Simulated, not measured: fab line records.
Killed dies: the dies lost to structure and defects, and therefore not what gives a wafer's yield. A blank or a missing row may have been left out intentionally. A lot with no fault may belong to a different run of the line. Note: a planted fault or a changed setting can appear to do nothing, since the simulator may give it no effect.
Chamber matching / flow nand-harc / 4 sister chambers for NHARC_A_STAIRCASE_TRIM_187 on rie-diel-13
The step chemistry O2, time 211.2 s. 16 wafers are shown with their chamber, then 8 later ones without.

## WAFERS WITH THEIR CHAMBER
wafer=L075.1; chamber=3; drypump-motor-current-A (A)=6.2; showerhead-plenum-p-Torr (Torr)=3.49; oes-product-au (a.u.)=0.977
wafer=L075.2; chamber=1; drypump-motor-current-A (A)=5.7; showerhead-plenum-p-Torr (Torr)=3.44; oes-product-au (a.u.)=1.009
wafer=L075.5; chamber=2; drypump-motor-current-A (A)=5.9; showerhead-plenum-p-Torr (Torr)=3.45; oes-product-au (a.u.)=0.978
wafer=L080.2; chamber=2; drypump-motor-current-A (A)=5.9; showerhead-plenum-p-Torr (Torr)=3.44; oes-product-au (a.u.)=0.995
wafer=L080.4; chamber=3; drypump-motor-current-A (A)=6.3; showerhead-plenum-p-Torr (Torr)=3.48; oes-product-au (a.u.)=0.989
wafer=L080.5; chamber=2; drypump-motor-current-A (A)=5.9; showerhead-plenum-p-Torr (Torr)=3.44; oes-product-au (a.u.)=0.996
wafer=L085.1; chamber=2; drypump-motor-current-A (A)=5.9; showerhead-plenum-p-Torr (Torr)=3.43; oes-product-au (a.u.)=0.991
wafer=L085.3; chamber=1; drypump-motor-current-A (A)=5.7; showerhead-plenum-p-Torr (Torr)=3.43; oes-product-au (a.u.)=1.028
wafer=L085.6; chamber=3; drypump-motor-current-A (A)=6.3; showerhead-plenum-p-Torr (Torr)=3.47; oes-product-au (a.u.)=0.995
wafer=L086.2; chamber=0; drypump-motor-current-A (A)=5.4; showerhead-plenum-p-Torr (Torr)=3.55; oes-product-au (a.u.)=1.000
wafer=L086.4; chamber=1; drypump-motor-current-A (A)=5.7; showerhead-plenum-p-Torr (Torr)=3.42; oes-product-au (a.u.)=1.020
wafer=L086.6; chamber=1; drypump-motor-current-A (A)=5.7; showerhead-plenum-p-Torr (Torr)=3.42; oes-product-au (a.u.)=1.028
wafer=L087.1; chamber=3; drypump-motor-current-A (A)=6.3; showerhead-plenum-p-Torr (Torr)=3.47; oes-product-au (a.u.)=0.985
wafer=L087.2; chamber=0; drypump-motor-current-A (A)=5.4; showerhead-plenum-p-Torr (Torr)=3.55; oes-product-au (a.u.)=1.001
wafer=L087.6; chamber=3; drypump-motor-current-A (A)=6.2; showerhead-plenum-p-Torr (Torr)=3.47; oes-product-au (a.u.)=0.990
wafer=L088.3; chamber=0; drypump-motor-current-A (A)=5.4; showerhead-plenum-p-Torr (Torr)=3.54; oes-product-au (a.u.)=0.992

SIGNATURES (averages over the wafers above)
reading=drypump-motor-current-A; chamber 0=5.400; chamber 1=5.700; chamber 2=5.900; chamber 3=6.260; scatter within a chamber=0.0316
reading=showerhead-plenum-p-Torr; chamber 0=3.5467; chamber 1=3.4275; chamber 2=3.4400; chamber 3=3.4760; scatter within a chamber=0.00847
reading=oes-product-au; chamber 0=0.99767; chamber 1=1.02125; chamber 2=0.99000; chamber 3=0.98720; scatter within a chamber=0.00752
Rule: for a wafer and a chamber, the distance is found by dividing, reading by reading, the gap between the wafer's reading and the chamber's mean by the reading's scatter, squaring, summing and taking the root. If the next closest chamber is less than 2 further off than the closest, the wafer can't be placed; otherwise it belongs to the closest. The scatter: the root of (the sum of the squares of (reading less its chamber's mean) over the shown wafers, divided by (wafers less chambers)).

## WAFERS WHOSE CHAMBER IS MISSING
wafer=L088.5; drypump-motor-current-A (A)=5.9; showerhead-plenum-p-Torr (Torr)=3.42; oes-product-au (a.u.)=0.985
wafer=L088.6; drypump-motor-current-A (A)=5.7; showerhead-plenum-p-Torr (Torr)=3.42; oes-product-au (a.u.)=1.009
wafer=L094.1; drypump-motor-current-A (A)=6.2; showerhead-plenum-p-Torr (Torr)=3.46; oes-product-au (a.u.)=0.992
wafer=L094.4; drypump-motor-current-A (A)=5.4; showerhead-plenum-p-Torr (Torr)=3.53; oes-product-au (a.u.)=0.992
wafer=L094.5; drypump-motor-current-A (A)=5.7; showerhead-plenum-p-Torr (Torr)=3.41; oes-product-au (a.u.)=0.998
wafer=L096.4; drypump-motor-current-A (A)=5.7; showerhead-plenum-p-Torr (Torr)=3.41; oes-product-au (a.u.)=0.994
wafer=L096.5; drypump-motor-current-A (A)=6.2; showerhead-plenum-p-Torr (Torr)=3.45; oes-product-au (a.u.)=0.966
wafer=L096.6; drypump-motor-current-A (A)=5.9; showerhead-plenum-p-Torr (Torr)=3.41; oes-product-au (a.u.)=0.995

## CHAMBER TAKEN BY EACH
wafer=L088.5; from the rows above=2; in truth=2
wafer=L088.6; from the rows above=1; in truth=1
wafer=L094.1; from the rows above=3; in truth=3
wafer=L094.4; from the rows above=0; in truth=0
wafer=L094.5; from the rows above=1; in truth=1
wafer=L096.4; from the rows above=1; in truth=1
wafer=L096.5; from the rows above=3; in truth=3
wafer=L096.6; from the rows above=2; in truth=2
8 of 8 placed correctly. Number that these rows cannot place: 0. 0 placed wrongly.
